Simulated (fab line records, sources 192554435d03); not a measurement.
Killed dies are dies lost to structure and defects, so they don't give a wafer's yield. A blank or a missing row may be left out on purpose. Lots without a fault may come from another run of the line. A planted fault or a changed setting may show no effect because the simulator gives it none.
fab line records | flow n5_finfet
record lots=11 wafers=33 last_day=24
route steps=1938 shown BEOL_M14@1764 BEOL_M15@1779 PASSIVATION@1936
lots that met no fault: from a run of the same line without faults
start_h: hours from the record's first day to the start of the lot's first wafer shown | wait_h: hours since the lot's step before | " the same as in the row above | L1.1+2: a row that stands for several wafers | - no value, or no start given | * or withheld: withheld | < > ~ a bound
route shown NAME@n: a module of which the file shows steps, and the number in the route of the first | usual: mean/standard deviation of fault-free wafers | same: alike in all rows | chamber/n: place in a boat | sites: the reading at each site | _std_site: their standard deviation | _edge_site: outer sites' mean less inner sites' | radius_mm: how far each site lies from the wafer's centre | mask NAME#n: copy n | behind: the tool/chamber that last shaped the wafer | hold: why the lot was held/for how many hours/how that ended | device: the transistor (n, p or np) that didn't switch | end of line: the same wafers' tests at the end of the route | a step without rows: its recipe alone | killed: dies lost to structure and defects at the first sort, not the wafer's yield | map: a wafer's dies, x killed, . not, _ none there
set.NAME: the setting as run; set.NAME@STEP: as run at that earlier step | model.NAME: the simulator's own value behind a step, which no gauge read
steps of the route over a sample of lots; a table a step, a row a wafer
services: from which hour (start_h, from the record's first day; less than 0 if before it) a tool's chamber was out of use, for how many hours, and why
## steps
# step N5_BEOL_M14_SPUTTER_45
# recipe material=Cu target_thk_a=1000 temp_c=-20 bias_v=60 power_w=26000 chamber_pressure_pa=0.13 time_s=16.67
# usual cathode_dc_power_W=26000/5.3 substrate_temp_c=-20.00/0.11 throttle_valve_pct=29.8/1.1
# columns lot.wafer tool chamber start_h wait_h cathode_dc_power_W substrate_temp_c throttle_valve_pct
L926.2 pvd_sputter-03 - 418.78 0.0 25990 -19.70 29.8
L926.3 " - " " 26000 -20.01 31.0
L926.6 " - " " 25998 -19.81 29.8
L928.1 pvd_sputter-03 - 435.51 0.0 25995 -19.99 29.9
L928.2 " - " " 25997 -19.98 29.9
L928.3 " - " " 26006 -20.12 31.3
L923.2 pvd_sputter-02 - 438.14 0.0 25999 -19.85 30.0
L923.4 " - " " 26006 -19.95 31.2
L923.5 " - " " 25992 -20.00 30.0
L929.1 pvd_sputter-03 - 449.88 0.0 26004 -20.07 29.6
L929.5 " - " " 26009 -20.03 30.0
L929.6 " - " " 25999 -20.13 29.8
L933.1 pvd_sputter-03 - 450.74 0.0 25999 -20.01 30.1
L933.2 " - " " 26004 -20.06 29.6
L933.3 " - " " 25998 -20.00 29.8
L931.1 pvd_sputter-03 - 488.46 0.0 26006 -20.01 30.0
L931.5 " - " " 25993 -19.95 29.7
L931.6 " - " " 26002 -20.00 30.0
L936.2 pvd_sputter-02 - 501.03 0.0 26005 -20.01 30.0
L936.4 " - " " 25997 -20.05 30.0
L936.6 " - " " 25993 -19.99 31.2
L939.2 pvd_sputter-01 - 501.45 0.0 25995 -19.96 27.3
L939.5 " - " " 26000 -20.08 28.6
L939.6 " - " " 25994 -19.97 29.0
L937.3 pvd_sputter-02 - 501.51 0.0 25999 -20.11 31.1
L937.4 " - " " 26008 -20.09 31.0
L937.5 " - " " 25998 -20.00 31.0
L938.2 pvd_sputter-01 - 507.57 0.0 26007 -19.98 28.8
L938.4 " - " " 25993 -20.14 31.1
L938.5 " - " " 25990 -19.92 28.5
L945.1 pvd_sputter-03 - 549.03 0.0 25998 -20.03 29.6
L945.2 " - " " 25998 -19.83 31.1
L945.6 " - " " 26013 -19.81 29.7
# step N5_BEOL_M15_EXPOSE_07
# recipe mask_id=V14 na=0.8 source_shape=annular sigma_inner=0.5 sigma_outer=0.8 polarization=unpolarized attpsm_phase_deg=180 dose_mj=41.25
# usual exposure_dose_mJ_cm2=41.19/0.05 stage_vel_mm_s=500.03/0.26
# same sigma_inner=0.5
# columns lot.wafer tool chamber start_h wait_h mask exposure_dose_mJ_cm2 stage_vel_mm_s
L926.2 krf_scanner-01 0 420.26 - V14#0 41.27 499.88
L926.3 " 0 " " V14#0 41.14 499.67
L926.6 " 0 " " V14#0 41.19 500.10
L928.1 krf_scanner-01 0 437.52 - V14#0 41.26 500.20
L928.2 " 0 " " V14#0 41.22 499.84
L928.3 " 0 " " V14#0 41.19 499.99
L923.2 krf_scanner-02 0 439.74 - V14#0 41.21 500.25
L923.4 " 0 " " V14#0 41.26 500.07
L923.5 " 0 " " V14#0 41.17 500.34
L929.1 krf_scanner-02 0 451.78 - V14#0 41.14 499.94
L929.5 " 0 " " V14#0 41.20 500.06
L929.6 " 0 " " V14#0 41.23 500.07
L933.1 krf_scanner-01 0 452.80 - V14#0 41.27 499.54
L933.2 " 0 " " V14#0 41.19 499.63
L933.3 " 0 " " V14#0 41.18 499.21
L931.1 krf_scanner-01 0 490.18 - V14#0 41.18 499.95
L931.5 " 0 " " V14#0 41.19 499.79
L931.6 " 0 " " V14#0 41.11 499.93
L936.2 krf_scanner-01 0 502.90 - V14#0 41.11 500.49
L936.4 " 0 " " V14#0 41.10 500.48
L936.6 " 0 " " V14#0 41.13 500.06
L939.2 krf_scanner-02 0 503.07 - V14#0 41.17 500.26
L939.5 " 0 " " V14#0 41.18 500.24
L939.6 " 0 " " V14#0 41.20 500.15
L937.3 krf_scanner-02 0 503.32 - V14#0 40.60 499.99
L937.4 " 0 " " V14#0 40.55 499.99
L937.5 " 0 " " V14#0 40.56 499.93
L938.2 krf_scanner-02 0 509.51 - V14#0 40.66 500.37
L938.4 " 0 " " V14#0 40.63 500.26
L938.5 " 0 " " V14#0 40.65 500.39
L945.1 krf_scanner-01 0 551.23 - V14#0 41.08 499.68
L945.2 " 0 " " V14#0 41.18 500.04
L945.6 " 0 " " V14#0 41.17 500.25
# step N5_BEOL_M15_OVL_MEAS_11
# recipe points_per_wafer=44
# usual V14_OVL=0/5.1
# columns lot.wafer tool chamber start_h wait_h V14_OVL[nm]
L926.2 overlay-02 0 420.45 0.0 0
L926.3 " 0 " " 6
L926.6 " 0 " " -2
L928.1 overlay-02 0 437.73 0.0 6
L928.2 " 0 " " 14
L928.3 " 0 " " 1
L923.2 overlay-02 0 439.94 0.0 -1
L923.4 " 0 " " 4
L923.5 " 0 " " 1
L929.1 overlay-02 0 451.99 0.0 4
L929.5 " 0 " " -7
L929.6 " 0 " " -1
L933.1 overlay-02 0 453.00 0.0 5
L933.2 " 0 " " -6
L933.3 " 0 " " 3
L931.1 overlay-01 0 490.39 0.0 4
L931.5 " 0 " " 4
L931.6 " 0 " " 7
L936.2 overlay-01 0 503.10 0.0 -8
L936.4 " 0 " " -10
L936.6 " 0 " " -11
L939.2 overlay-02 0 503.26 0.0 -2
L939.5 " 0 " " -11
L939.6 " 0 " " 1
L937.3 overlay-01 0 503.51 0.0 -6
L937.4 " 0 " " -6
L937.5 " 0 " " -8
L938.2 overlay-02 0 509.71 0.0 3
L938.4 " 0 " " 1
L938.5 " 0 " " -2
L945.1 overlay-02 0 551.43 0.0 -1
L945.2 " 0 " " 1
L945.6 " 0 " " 3
# step N5_BEOL_M15_ETCH_59
# recipe chemistry=N2/H2 target=BARC target_depth_a=890 overetch_a=267 time_s=67.9 ion_energy_ev=200 pressure_mtorr=30 source_w=840 bias_w=150 n2_flow_sccm=200 h2_flow_sccm=200
# usual drypump_motor_current_A=5.6/0.36 h2_flow_sccm=200.1/0.58 oes_product_au=0.70/0.067 rf_vpp_V=523.3/1.9 showerhead_plenum_p_Torr=2.52/0.069 throttle_valve_pct=17.72/0.24
# columns lot.wafer tool chamber start_h wait_h drypump_motor_current_A h2_flow_sccm oes_product_au rf_hours_counter_h rf_vpp_V showerhead_plenum_p_Torr throttle_valve_pct
L926.2 rie_diel-01 2 420.55 0.0 6.1 200.6 0.69 99 524.3 2.56 17.77
L926.3 " 1 " " 5.6 199.0 0.62 173 523.2 2.54 17.86
L926.6 " 1 " " 5.6 199.7 0.63 - 525.2 2.54 17.86
L928.1 rie_diel-01 1 437.83 0.0 5.6 200.4 0.63 179 523.4 2.54 17.84
L928.2 " 3 " " 6.2 200.6 0.71 82 524.7 2.55 17.54
L928.3 " 0 " " 5.0 200.8 0.60 201 521.2 2.42 17.66
L923.2 rie_diel-05 1 440.03 0.0 5.9 199.1 0.74 41 522.2 2.48 17.61
L923.4 " 2 " " 5.7 199.3 0.60 224 522.9 2.49 17.71
L923.5 " 1 " " 5.9 199.3 0.75 - 522.7 2.48 17.63
L929.1 rie_diel-04 0 452.08 0.0 5.3 200.1 0.65 133 526.0 2.67 18.23
L929.5 " 1 " " 5.4 200.0 0.79 - 522.4 2.50 17.76
L929.6 " 0 " " 5.3 200.0 0.65 - 526.7 2.67 18.23
L933.1 rie_diel-04 0 453.15 0.0 5.3 200.2 0.66 134 526.3 2.67 18.23
L933.2 " 3 " " 5.8 199.8 0.59 247 523.0 2.52 17.78
L933.3 " 1 " " 5.4 200.3 0.79 18 524.3 2.50 17.75
L931.1 rie_diel-01 1 490.80 0.0 5.6 199.7 0.62 186 524.0 2.54 17.88
L931.5 " 0 " " 5.0 201.9 0.59 - 520.3 2.41 17.67
L931.6 " 3 " " 6.2 198.8 0.70 - 524.7 2.55 17.57
L936.2 rie_diel-04 1 503.43 0.0 5.5 199.4 0.75 38 520.7 2.49 17.77
L936.4 " 3 " " 5.8 199.9 0.79 9 523.1 2.51 17.43
L936.6 " 3 " " 5.8 200.3 0.79 - 522.3 2.51 17.41
L939.2 rie_diel-05 1 503.84 0.0 5.9 200.7 0.72 62 522.4 2.47 17.63
L939.5 " 0 " " 5.3 198.9 0.74 - 521.8 2.46 17.58
L939.6 " 1 " " 6.0 200.4 0.71 - 521.5 2.47 17.65
L937.3 rie_diel-04 0 503.84 0.0 5.3 199.9 0.63 153 527.8 2.66 18.25
L937.4 " 2 " " 5.1 200.4 0.75 47 524.8 2.59 17.83
L937.5 " 1 " " 5.4 200.7 0.75 - 521.5 2.49 17.79
L938.2 rie_diel-05 2 509.81 0.0 5.6 200.9 0.58 248 523.4 2.48 17.75
L938.4 " 1 " " 5.9 201.0 0.71 - 521.4 2.47 17.64
L938.5 " 3 " " 5.9 200.7 0.73 - 522.5 2.44 17.40
L945.1 rie_diel-04 2 551.73 0.0 5.1 200.7 0.73 63 524.3 2.58 17.86
L945.2 " 3 " " 5.8 200.5 0.76 25 522.9 2.51 17.44
L945.6 " 3 " " 5.8 200.2 0.75 - 522.3 2.51 17.45
# step N5_PASSIVATION_PROBE_49
# usual defect_limited_yield=90.7/1.5 killed_at_M0_to_M3=38/11 killed_at_M4_up=15/5.5 killed_at_contacts=12/6 killed_at_front_end=41/11 killed_at_other=3.5/2.7 killed_dies=110/18 killed_open=72/13 killed_short=35/8.7 sort_bin_5_function=5.5/1.1 sort_bin_6_memory=3.4/0.63 sort_bin_8_speed=0.01/0.037 sort_n_pass=1070/18 sort_yield_pct=90.7/1.5
# same gross_dies=1180 killed_at_back_side=0 sort_bin_4_leakage[%]=0
# columns lot.wafer tool chamber start_h wait_h defect_limited_yield[%] killed_at_M0_to_M3 killed_at_M4_up killed_at_contacts killed_at_front_end killed_at_other killed_dies killed_open killed_short sort_bin_5_function[%] sort_bin_6_memory[%] sort_bin_8_speed[%] sort_n_pass sort_yield_pct[%]
L923.2 prober-02 - 469.29 0.1 89.5 51 18 11 40 4 124 82 41 5.8 4.2 0 1056 89.5
L923.4 prober-02 - 469.39 0.2 90.3 45 11 22 36 1 115 74 39 6.2 3.2 0 1065 90.3
L923.5 prober-02 - 469.44 0.2 90.6 48 11 13 37 2 111 74 36 5.6 3.5 0 1069 90.6
# killed by level:class
L923.2 BEOL_M0_SAQP:geometric_particle:short=14 BEOL_M0_SAQP:geometric_particle:open=13 STI_FIN_REVEAL:geometric_particle:open=12 MOL_CONTACT_COAG:geometric_particle:open=10 BEOL_M2:geometric_particle:open=9 BEOL_M4:geometric_particle:open=8 FIN_SAQP:geometric_particle:open=6 BEOL_M1:geometric_particle:open=6
L923.4 STI_FIN_REVEAL:geometric_particle:open=15 MOL_CONTACT_COAG:geometric_particle:open=15 BEOL_M2:geometric_particle:open=8 BEOL_M3:geometric_particle:open=8 MOL_CONTACT_COAG:geometric_particle:short=7 BEOL_M0_SAQP:geometric_particle:short=7 BEOL_M0_SAQP:geometric_particle:open=7 FIN_SAQP:geometric_particle:open=5
L923.5 MOL_CONTACT_COAG:geometric_particle:open=11 BEOL_M2:geometric_particle:open=10 STI_FIN_REVEAL:geometric_particle:open=8 BEOL_M3:geometric_particle:open=8 BEOL_M0_SAQP:geometric_particle:short=7 BEOL_M1:geometric_particle:open=7 BEOL_M0:geometric_particle:open=6 STARTING-WAFER:geometric_particle:short=6
## services
# columns tool chamber start_h hours kind
rie_diel-01 3 402.03 14.8 repair
rie_diel-01 0 408.18 3.1 repair
krf_scanner-02 - 420.07 1.0 pm
rie_diel-01 3 422.49 3.5 repair
krf_scanner-02 - 423.88 0.3 repair
pvd_sputter-01 - 437.89 2.9 repair
krf_scanner-02 - 442.99 0.7 repair
krf_scanner-02 - 448.21 0.8 pm
rie_diel-01 - 452.31 14.6 pm
krf_scanner-01 - 456.18 0.6 repair
krf_scanner-01 - 466.17 0.8 pm
rie_diel-01 - 467.94 2.8 pm
rie_diel-01 1 471.75 9.3 repair
rie_diel-01 3 475.74 4.3 repair
krf_scanner-01 - 478.06 1.7 repair
krf_scanner-01 - 480.47 1.0 pm
krf_scanner-02 - 484.55 1.3 pm
krf_scanner-01 - 492.65 0.8 pm
krf_scanner-01 - 497.42 1.3 pm
krf_scanner-01 - 498.87 0.8 repair
krf_scanner-02 - 501.06 0.5 repair
krf_scanner-02 - 520.16 0.8 pm
pvd_sputter-02 - 521.97 3.5 repair
rie_diel-04 1 534.87 3.4 repair
## key
first_sign step=N5_BEOL_M15_EXPOSE_07 reading=exposure_dose_mJ_cm2 direction=down sigmas=12 usual=41.19 struck=40.61
effect none on later readings
met_at N5_BEOL_M15_EXPOSE_07
struck_lots L937,L938
loop_trim step=N5_BEOL_M15_EXPOSE_07 setting=dose lots=L938
not_acting_at N5_BEOL_M14_SPUTTER_45,N5_BEOL_M15_OVL_MEAS_11,N5_BEOL_M15_ETCH_59
onset_between 503.07 503.32
fault kind=process_parameter_drift tool=krf_scanner-02 chamber=- onset_h=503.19 steps=N5_BEOL_M15_EXPOSE_07 channel=dose_mj offset=-0.63393 shape=step acts_in=these_recipes_only stated=41.25
# loop_trim: a control loop set the setting to another value than it would have without faults
